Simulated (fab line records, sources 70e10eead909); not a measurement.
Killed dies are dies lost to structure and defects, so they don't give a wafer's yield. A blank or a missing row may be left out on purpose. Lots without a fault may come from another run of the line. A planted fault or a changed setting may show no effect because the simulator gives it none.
A struck lot beside a sound one | flow nand_harc | 40 steps out of a route of 1302
Sound: wafers L265.2, L265.5, L265.6. Struck: wafers L252.3, L252.5, L252.6. The cause comes at the end.
At each step with rows: each side's tool, then ch and its chambers, then its first start. Under that, the readings that differ: sound wafers | struck wafers | difference of the means | sigmas: that difference in standard deviations of wafers without a fault.
alike: readings whose means differ by less than 2 such deviations, and words and numbers that are the same on both sides. not compared: withheld readings, readings that some wafer has no value for, bounds like >300 that may hide the same value, and numbers for which the record gives no deviation and whose values overlap.
The two part at a step that has a row with sigmas, a row that says differs or no value, or rows on one side only. Numbers that don't overlap but have no deviation are shown without sigmas and don't part them. A reading that every wafer of one side lacks parts them only if that side has two wafers or more.

first, 4 steps without rows for these wafers: NHARC_A_STAIRCASE_SRD_154; NHARC_A_STAIRCASE_ETCH_403 (etches SiO2 in dHF, target depth 108.2 nm); NHARC_A_STAIRCASE_ETCHBACK_422 (etches the open film in CH3F/O2, target depth 40 nm, time 74.286 s); NHARC_A_STAIRCASE_ETCH_423 (etches SiO2 in dHF, target depth 30 nm).
NHARC_A_STAIRCASE_ETCHBACK_157: etches the open film in CH3F/O2, target depth 90 nm, time 167.14 s.
  sound on rie_diel-10 ch 0,1,3, day 27 21:56; struck on rie_diel-11 ch 2,3, day 22 16:34
  reading               | sound             | struck            | difference | sigmas
  oes_product_au (a.u.) | 1.003 0.997 0.999 | 0.941 0.952 0.949 | -0.052     | -2
  alike: drypump_motor_current_A, rf_fwd_power_W, rf_vpp_V, showerhead_plenum_p_Torr, throttle_valve_pct
  not compared: rf_hours_counter_h
then, 4 steps without rows for these wafers: NHARC_A_STAIRCASE_STRIP_475 (strips in O2, time 20 s); NHARC_A_STAIRCASE_DEP_471 (deposits SiO2, target thk 100 nm); NHARC_A_STAIRCASE_CMP_472 (polishes SiO2); NHARC_A_STAIRCASE_SRD_474.
NHARC_A_STAIRCASE_INSPECT_155:
  sound on defect_inspect-02, day 27 22:49; struck on defect_inspect-01, day 22 17:30
  alike: raw_defect_count
NHARC_A_SGD_CUT_DEP_00: deposits SiNx, target thk 50 nm.
  sound on pecvd-01 ch 1,2, day 27 22:56; struck on pecvd-03 ch 0,1,2, day 22 17:35
  alike: heater_power_w, rf_fwd_power_W
then, 10 steps without rows for these wafers: NHARC_A_SGD_CUT_DEHYDRATE_01 (time 120 s); NHARC_A_SGD_CUT_HMDS_02 (time 30 s); NHARC_A_SGD_CUT_COAT_56 (time 75 s); NHARC_A_SGD_CUT_COAT_57 (time 65 s); NHARC_A_SGD_CUT_COAT_03 (resist thk 90 nm); NHARC_A_SGD_CUT_SOFTBAKE_04 (time 55 s); NHARC_A_SGD_CUT_EBR_05; NHARC_A_SGD_CUT_EXPOSE_06 (exposes mask SGD); NHARC_A_SGD_CUT_PEB_07 (peb time 65 s); NHARC_A_SGD_CUT_DEVELOP_08 (develop time 35 s).
NHARC_A_SGD_CUT_CD_MEAS_09: target cd 100 nm.
  sound on cd_sem-01 ch 0, day 27 23:36; struck on cd_sem-02 ch 0, day 22 18:17
  alike: cd_nm
NHARC_A_SGD_CUT_OVL_MEAS_10:
  sound on overlay-01, day 27 23:41; struck on overlay-02, day 22 18:22
  alike: overlay_x_nm, overlay_y_nm
NHARC_A_SGD_CUT_INSPECT_11:
  sound on defect_inspect-02, day 27 23:43; struck on defect_inspect-02, day 22 18:25
  alike: raw_defect_count
then, 3 steps without rows for these wafers: NHARC_A_SGD_CUT_DESCUM_14 (chemistry O2, time 3 s); NHARC_A_SGD_CUT_ETCH_58 (etches the open film in CF4, target depth 39 nm, time 65 s); NHARC_A_SGD_CUT_ETCH_59 (etches the open film in N2/H2, target depth 260 nm, time 406.25 s).
NHARC_A_SGD_CUT_ETCH_15: etches the open film in CH3F/O2, target depth 75 nm, time 64.3 s.
  sound on rie_diel-01 ch 0,1,3; struck on rie_diel-07 ch 1,2
  alike: drypump_motor_current_A, oes_product_au, rf_fwd_power_W, rf_vpp_V, showerhead_plenum_p_Torr, throttle_valve_pct
  not compared: rf_hours_counter_h
NHARC_A_SGD_CUT_ETCH_16: etches the open film in C4F8/O2/Ar, target depth 310.5 nm, time 155.2 s.
  sound on rie_diel-01 ch 0,1,3; struck on rie_diel-07 ch 0,1,2
  alike: oes_product_au, rf_fwd_power_W, rf_vpp_V
  not compared: rf_hours_counter_h
then, 1 step without rows for these wafers: NHARC_A_SGD_CUT_STRIP_60 (strips in C4F8/O2/Ar).
NHARC_A_SGD_CUT_STRIP_17: strips in O2.
  sound on rie_diel-01 ch 1,2; struck on rie_diel-07 ch 1,2
  alike: drypump_motor_current_A, oes_product_au, rf_vpp_V, showerhead_plenum_p_Torr, throttle_valve_pct
  not compared: rf_hours_counter_h
then, 4 steps without rows for these wafers: NHARC_A_SGD_CUT_PRECLEAN_18 (cleans in SC1); NHARC_A_SGD_CUT_SRD_19; NHARC_A_SGD_CUT_DEP_20 (deposits SiO2, target thk 150 nm); NHARC_A_SGD_CUT_ANNEAL_27 (time 1800 s).
NHARC_A_SGD_CUT_CMP_21: polishes, target thk 148.19 nm.
  sound on cmp-02 ch 1,2,3, day 28 05:59; struck on cmp-04 ch 1,2, day 23 05:04
  alike: edge_zone_pressure_frac, motor_current_A, time_to_endpoint_s
then, 3 steps without rows for these wafers: NHARC_A_SGD_CUT_SRD_23; NHARC_A_SGD_CUT_ETCH_26 (etches SiO2 in dHF, target depth 45.8 nm); NHARC_A_SGD_CUT_ETCHBACK_24 (etches the open film in CH3F/O2, target depth 50 nm, time 92.857 s).
-- the record jumps here: 5 days lie between the struck wafers' starts before and after (it left off in module A_SGD_CUT and takes up again in module END, whose first step shown is number 1302 of the route) --
NHARC_END_SORT_01:
  the record has rows for the struck wafers here (prober-02 ch 0, day 28 05:13) and none for the sound ones

WHERE THEY PART
First at NHARC_A_STAIRCASE_ETCHBACK_157; last, within this record, at NHARC_END_SORT_01.

WHY: what the simulator had put in
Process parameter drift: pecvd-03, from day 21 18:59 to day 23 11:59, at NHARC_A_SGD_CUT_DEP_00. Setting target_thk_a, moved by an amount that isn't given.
